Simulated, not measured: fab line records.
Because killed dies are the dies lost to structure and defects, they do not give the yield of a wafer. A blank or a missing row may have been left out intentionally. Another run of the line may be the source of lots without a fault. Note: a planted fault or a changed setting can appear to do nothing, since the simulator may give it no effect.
What tool caused it? :: flow nand-harc :: at 1 step of a route of 1302, 24 lots with 72 wafers sampled

## WHAT THE GAUGES READ, wafer by wafer
NHARC_P_BONDPAD_OVL_MEAS_38.
lot: L074
measured: day 6 14:53
on: overlay-01
overlay-x-nm (nm): 1 1 2
overlay-y-nm (nm): 8 9 8

lot: L075
measured: day 6 20:35
on: overlay-02
overlay-x-nm (nm): 5 5 6
overlay-y-nm (nm): 1 1 1

lot: L076
measured: day 7 10:31
on: overlay-02
overlay-x-nm (nm): 8 7 7
overlay-y-nm (nm): -3 -3 -2

lot: L077
measured: day 7 18:42
on: overlay-01
overlay-x-nm (nm): 1 1 1
overlay-y-nm (nm): 3 2 2

lot: L078
measured: day 8 06:04
on: overlay-01
overlay-x-nm (nm): 4 4 3
overlay-y-nm (nm): 8 8 7

lot: L079
measured: day 8 13:19
on: overlay-01
overlay-x-nm (nm): -1 -1 0
overlay-y-nm (nm): 11 11 11

lot: L080
measured: day 9 01:25
on: overlay-01
overlay-x-nm (nm): 8 8 8
overlay-y-nm (nm): 4 4 4

lot: L081
measured: day 9 17:20
on: overlay-01
overlay-x-nm (nm): 2 2 2
overlay-y-nm (nm): -9 -9 -9

lot: L082
measured: day 9 23:05
on: overlay-01
overlay-x-nm (nm): 0 0 -1
overlay-y-nm (nm): -4 -4 -4

lot: L083
measured: day 10 21:31
on: overlay-01
overlay-x-nm (nm): 1 2 1
overlay-y-nm (nm): 2 2 2

lot: L085
measured: day 11 04:11
on: overlay-02
overlay-x-nm (nm): -1 -1 -1
overlay-y-nm (nm): -2 -2 -2

lot: L084
measured: day 11 06:16
on: overlay-01
overlay-x-nm (nm): -2 -2 -2
overlay-y-nm (nm): 5 5 5

lot: L086
measured: day 11 12:14
on: overlay-02
overlay-x-nm (nm): 7 7 7
overlay-y-nm (nm): 6 6 6

lot: L088
measured: day 12 13:28
on: overlay-02
overlay-x-nm (nm): -2 -1 -1
overlay-y-nm (nm): -1 -1 -1

lot: L087
measured: day 12 14:29
on: overlay-01
overlay-x-nm (nm): 7 7 8
overlay-y-nm (nm): 3 3 3

lot: L089
measured: day 12 18:16
on: overlay-02
overlay-x-nm (nm): -4 -5 -5
overlay-y-nm (nm): -4 -5 -5

lot: L090
measured: day 13 09:54
on: overlay-02
overlay-x-nm (nm): -6 -5 -6
overlay-y-nm (nm): 2 2 2

lot: L091
measured: day 13 11:55
on: overlay-01
overlay-x-nm (nm): 3 3 3
overlay-y-nm (nm): 7 8 8

lot: L092
measured: day 13 23:34
on: overlay-02
overlay-x-nm (nm): -1 -2 -1
overlay-y-nm (nm): -4 -4 -3

lot: L093
measured: day 14 10:24
on: overlay-02
overlay-x-nm (nm): 0 0 0
overlay-y-nm (nm): 14 14 15

lot: L094
measured: day 14 23:52
on: overlay-02
overlay-x-nm (nm): -3 -3 -3
overlay-y-nm (nm): -6 -7 -6

lot: L095
measured: day 15 11:40
on: overlay-02
overlay-x-nm (nm): -8 -7 -8
overlay-y-nm (nm): 2 2 2

lot: L096
measured: day 15 17:10
on: overlay-01
overlay-x-nm (nm): 8 8 8
overlay-y-nm (nm): -6 -7 -7

lot: L097
measured: day 16 00:54
on: overlay-01
overlay-x-nm (nm): 4 4 4
overlay-y-nm (nm): 1 1 1

## EACH LOT AND THE TOOL THAT RAN IT (in order: tool; ch and the chambers of the sampled wafers; start)
No process step before these readings appears in the record.

## AS READ BY THE TOOLS THEMSELVES (means over the sampled wafers that have a number; for cases with no such wafer, the mark the record gives instead)
The record holds no such reading with a usual standard deviation.

## THE ANSWER, worked out from the rows above alone
Rule: what is usual is taken from the lots themselves. The widest of any qualifying gaps counts: lots, ordered by their means at a reading, are off when they make up no more than a third of the lots, leave a main group of 4 or more, and stand apart from it by 3 or more times the standard deviation of that group's means. The tables above print the reading to a certain number of digits; a main group whose means all agree to those digits is not used. Also off: a lot with no number at a reading for which 4 or more lots have one. The other lots that the step has rows for count as sound. The gauges are gone through in route order, then the tools' own readings, and for those a lot's mean is taken as printed above. The first step at which some lot is off is used, and at that step the reading that is off furthest; a lot without a number counts as furthest.
No lot is off at any reading shown: from this, nothing can be told.

## WHAT THE SIMULATOR HAD INSERTED
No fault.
